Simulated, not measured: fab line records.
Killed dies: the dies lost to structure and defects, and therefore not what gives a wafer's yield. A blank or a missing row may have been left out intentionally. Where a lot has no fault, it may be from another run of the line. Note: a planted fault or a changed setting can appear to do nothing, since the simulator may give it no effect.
fab line records	flow n5-finfet
record: lots: 10	wafers: 28	last-day: 17
route steps=1938 shown BEOL_M3@956 BEOL_M4@1111
lots untouched by any fault: they come from a run of this same line in which no faults occurred
start-h: hours from the record's first day to the start of the lot's first wafer shown	wait-h: hours elapsed since this lot's preceding step	" repeats the value in the row above	L1.1+2: several wafers, shown together as one row	- no value, or no start given	* or withheld: withheld	< > ~ a bound
route shown NAME@n: NAME is a module with steps in the file, n the number in the route of the first one	usual: mean and standard deviation over wafers with no fault	same: alike in all rows	chamber/n: place in a boat	sites: each site's reading	_std_site: standard deviation of those values	_edge_site: inner sites' mean taken away from outer sites' mean	radius-mm: how far each site lies from the wafer's centre	mask NAME#n: copy n	behind: the most recent tool/chamber to have shaped the wafer	hold: reason for holding the lot/hours on hold/outcome of the hold	device: the n, p or np transistor that did not switch	end of line: tests run on the same wafers once the route is complete	where a step has no rows: the recipe by itself	killed: dies lost to structure and defects at the first sort, not the wafer's yield	map: the dies of a wafer, with x for killed, . for not killed, _ for no die there
set.NAME: the setting as run; set.NAME@STEP: as run at that earlier step	model.NAME: the simulator's own value behind a step, which no gauge read
steps of the route over a sample of lots; a table a step, a row a wafer
services: the hour from which a tool's chamber was out of use, counted from the record's first day as start-h (under 0 if before that day), plus the number of hours and why
== steps ==
step: N5_BEOL_M3_CD_MEAS_18
recipe: pitch-nm: 36	target-cd-nm: 18
usual: cd-nm: 17.96/0.29
lot.wafer	tool	chamber	start-h	wait-h	cd-nm
L739.2	cd-sem-02	-	165.41	0.1	17.91
L739.3	"	-	"	"	18.35
L739.4	"	-	"	"	18.25
L738.1	cd-sem-03	-	171.70	0.0	17.67
L738.4	"	-	"	"	18.08
L738.5	"	-	"	"	18.10
L741.1	cd-sem-03	-	180.89	0.0	18.21
L741.3	"	-	"	"	17.94
L741.5	"	-	"	"	18.12
L745.2	cd-sem-01	-	204.00	0.1	17.88
L745.3	"	-	"	"	17.90
L745.5	"	-	"	"	17.95
L747.1	cd-sem-01	-	221.39	0.0	18.04
L747.2	"	-	"	"	17.39
L747.5	"	-	"	"	17.51
L746.3	cd-sem-01	-	225.71	0.1	18.37
L746.4	"	-	"	"	18.07
L746.5	"	-	"	"	18.30
L749.1	cd-sem-02	-	237.08	0.0	17.89
L749.4	"	-	"	"	18.34
L749.6	"	-	"	"	18.38
L750.2	cd-sem-02	-	247.10	0.1	17.69
L750.3	"	-	"	"	17.70
L750.6	"	-	"	"	17.70
L751.1	cd-sem-02	-	255.58	0.0	18.30
L751.5	"	-	"	"	17.88
L752.1	cd-sem-01	-	259.02	0.0	18.14
L752.2	"	-	"	"	18.27
step: N5_BEOL_M3_OVL_MEAS_29
recipe: points-per-wafer: 522
usual: V2_OVL: 0.0/0.63
same: points-per-wafer: 522
lot.wafer	tool	chamber	start-h	wait-h	V2_OVL[nm]
L739.2	overlay-02	0	165.88	0.0	0.1
L739.3	"	0	"	"	-0.3
L739.4	"	0	"	"	-0.2
L738.1	overlay-01	0	172.17	0.0	-0.1
L738.4	"	0	"	"	0.2
L738.5	"	0	"	"	-0.4
L741.1	overlay-01	0	181.24	0.0	0.3
L741.3	"	0	"	"	-0.6
L741.5	"	0	"	"	-0.1
L745.2	overlay-02	0	204.36	0.0	0.3
L745.3	"	0	"	"	0.4
L745.5	"	0	"	"	0.8
L747.1	overlay-02	0	221.74	0.0	1.2
L747.2	"	0	"	"	0.7
L747.5	"	0	"	"	1.2
L746.3	overlay-02	0	226.19	0.0	-0.4
L746.4	"	0	"	"	0.1
L746.5	"	0	"	"	0.5
L749.1	overlay-01	0	237.43	0.0	-0.1
L749.4	"	0	"	"	-0.7
L749.6	"	0	"	"	-0.4
L750.2	overlay-02	0	247.45	0.0	0.0
L750.3	"	0	"	"	-0.2
L750.6	"	0	"	"	0.5
L751.1	overlay-02	0	256.06	0.0	0.3
L751.5	"	0	"	"	0.5
L752.1	overlay-02	0	259.37	0.0	-0.1
L752.2	"	0	"	"	0.9
step: N5_BEOL_M3_TRENCH_ETCH_37
recipe: chemistry: C4F6/O2	target-depth-a: 555.55	target: SiOC	time-s: 29.2	ion-energy-ev: 250	pressure-mtorr: 30	source-w: 355	bias-w: 185	Ar_flow_sccm: 300	C4F6_flow_sccm: 10	O2_flow_sccm: 10
usual: drypump-motor-current-A: 5.6/0.46	oes-product-au: 0.78/0.092	rf-vpp-V: 670/4.7	run-length-s: 52.5/0.54	showerhead-plenum-p-Torr: 2.86/0.093	throttle-valve-pct: 20.83/0.18
lot.wafer	tool	chamber	start-h	wait-h	drypump-motor-current-A	oes-product-au	rf-hours-counter-h	rf-vpp-V	run-length-s	showerhead-plenum-p-Torr	throttle-valve-pct
L739.2	rie-diel-02	1	172.48	-	5.1	0.71	227	671	52.7	2.92	20.86
L739.3	"	0	"	"	4.7	0.67	249	672	52.1	2.93	21.14
L739.4	"	3	"	"	5.9	0.75	141	659	52.1	2.84	20.54
L738.1	rie-diel-02	1	181.03	-	5.1	0.71	231	671	52.8	2.92	20.87
L738.4	"	1	"	"	5.1	0.71	-	670	53.3	2.92	20.89
L738.5	"	3	"	"	5.9	0.75	-	660	52.3	2.84	20.56
L741.1	rie-diel-06	3	183.76	-	5.4	0.89	39	674	51.8	3.02	20.48
L741.3	"	2	"	"	6.2	0.80	121	665	52.8	2.63	20.74
L741.5	"	1	"	"	5.1	0.70	-	670	52.2	2.70	21.12
L745.2	rie-diel-03	0	219.68	-	5.5	0.77	143	670	51.8	2.85	20.93
L745.3	"	1	"	"	5.6	0.89	44	676	52.8	2.90	20.81
L745.5	"	1	"	"	5.6	0.90	-	675	52.3	2.90	20.81
L747.1	rie-diel-02	2	232.49	-	5.6	0.72	189	674	53.7	2.93	20.68
L747.2	"	3	"	"	5.9	0.73	162	659	52.6	2.84	20.58
L747.5	"	3	"	"	5.9	0.72	-	658	52.6	2.84	20.57
L746.3	rie-diel-03	2	232.51	-	6.4	0.70	239	672	52.0	2.91	21.06
L746.4	"	1	"	"	5.6	0.89	48	675	52.6	2.90	20.84
L746.5	"	0	"	"	5.5	0.75	-	671	51.7	2.85	20.93
L749.1	rie-diel-03	1	238.75	-	5.6	0.89	50	674	52.3	2.90	20.83
L749.4	"	2	"	"	6.3	0.69	-	673	51.9	2.91	21.05
L749.6	"	1	"	"	5.6	0.89	-	677	52.3	2.90	20.81
L750.2	rie-diel-02	3	248.39	-	5.9	0.72	168	660	52.0	2.83	20.59
L750.3	"	0	"	"	4.7	0.96	15	670	52.2	2.92	20.82
L750.6	"	2	"	"	5.6	0.71	-	673	53.0	2.93	20.67
L751.1	rie-diel-03	1	258.83	-	5.6	0.89	58	674	49.1	2.90	20.84
L751.5	"	1	"	"	5.6	0.88	-	675	52.3	2.90	20.83
L752.1	rie-diel-03	2	262.97	-	6.4	0.69	250	672	48.5	2.91	21.08
L752.2	"	0	"	"	5.5	0.75	159	670	48.4	2.85	20.93
step: N5_BEOL_M3_OCD_MEAS_38
usual: trench-depth-nm: 55.5/0.87
lot.wafer	tool	chamber	start-h	wait-h	trench-depth-nm
L739.2	ocd-01	-	172.64	-	55.0
L739.3	"	-	"	"	54.1
L739.4	"	-	"	"	56.0
L738.1	ocd-01	-	181.18	-	56.0
L738.4	"	-	"	"	56.1
L738.5	"	-	"	"	56.7
L741.1	ocd-01	-	183.91	-	56.5
L741.3	"	-	"	"	56.2
L741.5	"	-	"	"	53.5
L745.2	ocd-01	-	219.83	-	55.4
L745.3	"	-	"	"	55.8
L745.5	"	-	"	"	56.4
L747.1	ocd-01	-	232.65	-	54.9
L747.2	"	-	"	"	55.4
L747.5	"	-	"	"	54.5
L746.3	ocd-01	-	232.66	-	55.7
L746.4	"	-	"	"	55.4
L746.5	"	-	"	"	54.5
L749.1	ocd-01	-	238.91	-	56.4
L749.4	"	-	"	"	55.6
L749.6	"	-	"	"	56.7
L750.2	ocd-01	-	248.55	-	56.0
L750.3	"	-	"	"	56.6
L750.6	"	-	"	"	55.2
L751.1	ocd-02	-	258.98	-	50.4
L751.5	"	-	"	"	57.0
L752.1	ocd-01	-	263.12	-	49.2
L752.2	"	-	"	"	48.8
step: N5_BEOL_M3_ALD_84
recipe: material: TaN	target-thk-a: *	temp-c: 275	ald-precursor-family: PDMAT	ald-co-reactant: NH3	pressure-torr: 3	carrier-flow-sccm: 1500	pulse-time-s: 2	purge-time-s: 3	co-reactant-purge-time-s: 2	co-reactant-pulse-time-s: 3	ald-cycles: 30	precursor-vessel-temp-c: 75	precursor-vessel-pressure-torr: 26.25	precursor-vessel-carrier-sccm: 1000
usual: heater-power-w: 400/53
lot.wafer	tool	chamber	start-h	wait-h	heater-power-w
L739.2	ald-metal-04	1	173.22	0.1	443
L739.3	"	0	"	"	413
L739.4	"	2	"	"	411
L738.1	ald-metal-03	0	181.68	0.1	338
L738.4	"	1	"	"	376
L738.5	"	3	"	"	368
L741.1	ald-metal-03	2	184.65	0.1	521
L741.3	"	1	"	"	395
L741.5	"	1	"	"	386
L745.2	ald-metal-02	1	220.74	0.3	323
L745.3	"	0	"	"	402
L745.5	"	0	"	"	403
L747.1	ald-metal-02	2	233.22	0.0	418
L747.2	"	0	"	"	404
L747.5	"	1	"	"	322
L746.3	ald-metal-04	2	233.33	0.1	411
L746.4	"	1	"	"	442
L746.5	"	2	"	"	412
L749.1	ald-metal-03	3	239.60	0.1	379
L749.4	"	1	"	"	393
L749.6	"	2	"	"	522
L750.2	ald-metal-02	2	249.44	0.1	423
L750.3	"	0	"	"	404
L750.6	"	0	"	"	417
L751.1	ald-metal-04	3	259.56	0.0	357
L751.5	"	3	"	"	359
L752.1	ald-metal-03	1	263.77	0.0	382
L752.2	"	0	"	"	327
step: N5_BEOL_M4_RC_MEAS_101
usual: DIBL_N: 36.0/1.4	DIBL_P: 36.1/1.4	IOFF_N: 0.153/0.02	IOFF_P: 0.211/0.026	ION_N: 673/8.7	ION_P: 463/6.7	SS_N: 71.5/0.5	SS_P: 73.3/0.54	VT_N: 250.1/2.4	VT_P: -250.2/2.9
lot.wafer	tool	chamber	start-h	wait-h	DIBL_N[mV/V]	DIBL_P[mV/V]	IOFF_N[nA/um]	IOFF_P[nA/um]	ION_N[uA/um]	ION_P[uA/um]	SS_N[mV/dec]	SS_P[mV/dec]	VT_N[mV]	VT_P[mV]
L739.2	prober-01	0	188.82	0.2	38.0	35.9	0.154	0.196	667	454	71.5	73.9	250.2	-250.9
L739.3	"	0	"	"	37.3	34.0	0.138	0.168	668	448	71.7	72.9	249.0	-253.1
L739.4	"	0	"	"	37.5	34.4	0.139	0.178	671	457	71.3	73.1	252.9	-254.4
L738.1	prober-01	0	204.75	0.0	35.9	37.2	0.165	0.230	680	463	71.5	74.1	247.7	-247.0
L738.4	"	0	"	"	34.6	35.3	0.135	0.205	672	465	71.2	73.6	252.1	-247.1
L738.5	"	0	"	"	34.8	35.5	0.134	0.207	662	465	71.1	73.3	254.0	-249.6
L741.1	prober-02	0	213.20	0.0	39.5	39.0	0.195	0.247	684	470	71.6	74.6	245.6	-248.0
L741.3	"	0	"	"	38.2	37.3	0.171	0.214	676	467	71.2	73.8	248.8	-250.4
L741.5	"	0	"	"	39.3	38.9	0.192	0.249	687	472	71.3	74.3	249.0	-251.1
L745.2	prober-01	0	246.75	0.2	34.6	35.7	0.140	0.202	667	464	71.3	73.1	250.4	-249.8
L745.3	"	0	"	"	34.2	35.0	0.127	0.192	671	464	70.6	73.6	252.5	-248.7
L745.5	"	0	"	"	35.7	36.7	0.151	0.220	683	470	72.0	73.2	249.6	-248.1
L747.1	prober-02	0	262.70	0.0	33.7	35.3	0.126	0.196	657	457	71.5	73.2	254.5	-250.8
L747.2	"	0	"	"	34.2	35.4	0.141	0.199	685	462	71.2	73.5	253.0	-251.9
L747.5	"	0	"	"	36.5	38.1	0.173	0.238	681	470	72.2	73.6	249.7	-248.4
L746.3	prober-02	0	263.94	0.9	39.0	39.5	0.212	0.261	686	467	72.0	74.4	245.7	-248.4
L746.4	"	0	"	"	36.5	36.3	0.155	0.206	664	463	71.4	73.7	248.2	-250.4
L746.5	"	0	"	"	34.7	33.6	0.127	0.164	661	454	70.8	72.8	253.4	-255.1
L749.1	prober-02	0	270.56	1.0	36.3	34.9	0.140	0.200	671	461	71.4	73.5	251.0	-252.4
L749.4	"	0	"	"	39.0	38.9	0.194	0.270	686	473	72.1	73.7	246.8	-247.8
L749.6	"	0	"	"	38.2	37.0	0.165	0.248	676	471	71.9	74.3	247.8	-247.6
L750.2	prober-02	0	271.95	1.5	38.1	38.3	0.197	0.275	691	467	72.3	74.0	248.2	-244.3
L750.3	"	0	"	"	35.8	35.9	0.165	0.225	683	473	72.1	73.4	246.7	-250.4
L750.6	"	0	"	"	36.0	36.6	0.167	0.232	679	468	71.6	73.6	246.9	-249.3
L751.1	prober-02	0	281.73	0.5	37.4	36.2	0.142	0.193	664	460	71.4	73.1	251.9	-249.8
L751.5	"	0	"	"	37.2	36.1	0.146	0.205	671	463	71.2	72.9	252.6	-251.0
L752.1	prober-01	0	291.27	0.0	37.0	36.9	0.184	0.281	697	482	71.4	73.5	244.1	-239.9
L752.2	"	0	"	"	36.8	36.3	0.175	0.255	691	478	71.3	73.3	244.7	-242.6
== services ==
tool	chamber	start-h	hours	kind
rie-diel-02	0	177.29	-	clean
rie-diel-02	0	177.29	-	consumable-replace:focus-ring
rie-diel-02	0	177.29	24.5	scheduled-down
rie-diel-02	0	177.29	24.5	vent-cycle
ald-metal-02	-	180.76	14.6	pm
rie-diel-03	-	210.92	0.5	repair
rie-diel-03	2	224.74	5.5	repair
rie-diel-02	1	235.50	-	clean
rie-diel-02	1	235.50	-	consumable-replace:focus-ring
rie-diel-02	1	235.50	16.7	scheduled-down
rie-diel-02	1	235.50	16.7	vent-cycle
rie-diel-03	3	237.13	57.4	repair
rie-diel-02	-	254.90	8.1	repair
== key ==
first-sign: step: N5_BEOL_M3_TRENCH_ETCH_37	reading: run-length-s	direction: down	sigmas: 7	usual: *	struck: *
effect: step: N5_BEOL_M3_OCD_MEAS_38	reading: trench-depth-nm	direction: down	sigmas: 6.9	usual: 55.5	struck: 49.5
met-at N5_BEOL_M3_TRENCH_ETCH_37
struck-lots L751,L752
struck-wafers L751.1,L752.1,L752.2
not-acting-at N5_BEOL_M3_CD_MEAS_18,N5_BEOL_M3_OVL_MEAS_29,N5_BEOL_M3_ALD_84
onset-between 238.75 258.83
fault: kind: process-parameter-drift	tool: rie-diel-03	chamber: -	onset-h: 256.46	steps: N5_BEOL_M3_TRENCH_ETCH_37	channel: time-s	offset: *	shape: step	end-h: 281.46	scope: struck-wafers-only	acts-in: *	stated: *
